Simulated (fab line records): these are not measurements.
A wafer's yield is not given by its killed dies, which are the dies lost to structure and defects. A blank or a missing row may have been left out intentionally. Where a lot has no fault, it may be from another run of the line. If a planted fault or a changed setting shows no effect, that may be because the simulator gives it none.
Chamber matching || flow n5-finfet || N5_BEOL_M8_ILD_DEP_00 on pecvd-01 has 3 sister chambers
The step deposits SiCOH lowk from DEMS/porogen, target thk 179.75 nm, time 33.4 s. 6 wafers are shown with their chamber, then 7 later ones without.

WAFERS WITH THEIR CHAMBER
{"wafer": "L082.1", "chamber": 2, "throttle-valve-pct (%)": 13.2, "heater-power-w (W)": 333}
{"wafer": "L082.4", "chamber": 2, "throttle-valve-pct (%)": 13.4, "heater-power-w (W)": 268}
{"wafer": "L085.5", "chamber": 1, "throttle-valve-pct (%)": 14.4, "heater-power-w (W)": 281}
{"wafer": "L085.6", "chamber": 0, "throttle-valve-pct (%)": 15.3, "heater-power-w (W)": 356}
{"wafer": "L087.1", "chamber": 1, "throttle-valve-pct (%)": 14.5, "heater-power-w (W)": 271}
{"wafer": "L087.3", "chamber": 0, "throttle-valve-pct (%)": 15.2, "heater-power-w (W)": 364}

WAFERS WHOSE CHAMBER IS MISSING
{"wafer": "L087.5", "throttle-valve-pct (%)": 13.5, "heater-power-w (W)": 269}
{"wafer": "L091.2", "throttle-valve-pct (%)": 14.8, "heater-power-w (W)": 287}
{"wafer": "L091.4", "throttle-valve-pct (%)": 14.7, "heater-power-w (W)": 282}
{"wafer": "L091.5", "throttle-valve-pct (%)": 13.8, "heater-power-w (W)": 307}
{"wafer": "L095.3", "throttle-valve-pct (%)": 13.6, "heater-power-w (W)": 327}
{"wafer": "L095.4", "throttle-valve-pct (%)": 14.7, "heater-power-w (W)": 250}
{"wafer": "L095.5", "throttle-valve-pct (%)": 13.7, "heater-power-w (W)": 328}

EACH ONE'S CHAMBER
{"wafer": "L087.5", "from the rows above": 2, "in truth": 2}
{"wafer": "L091.2", "from the rows above": "can't be placed: 1 or 0", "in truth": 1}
{"wafer": "L091.4", "from the rows above": 1, "in truth": 1}
{"wafer": "L091.5", "from the rows above": "can't be placed: 2 or 1", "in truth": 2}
{"wafer": "L095.3", "from the rows above": 2, "in truth": 2}
{"wafer": "L095.4", "from the rows above": 1, "in truth": 1}
{"wafer": "L095.5", "from the rows above": 2, "in truth": 2}
5 of 7 placed correctly. Cannot be placed on the basis of these rows: 2; the candidates contain the true chamber in 2. Number placed wrongly: 0.
How it was worked out, from the rows above alone: a wafer's distance from a chamber is the root of the sum, over the readings, of the square of ((its reading less the chamber's mean) divided by the reading's scatter). If the next closest chamber is less than 2 further off than the closest, the wafer can't be placed; otherwise it belongs to the closest. The mean given for a chamber averages the wafers shown for that chamber. The scatter is the square root of a quotient: the sum, over the shown wafers, of each reading's squared deviation from its chamber's mean, divided by wafers minus chambers.
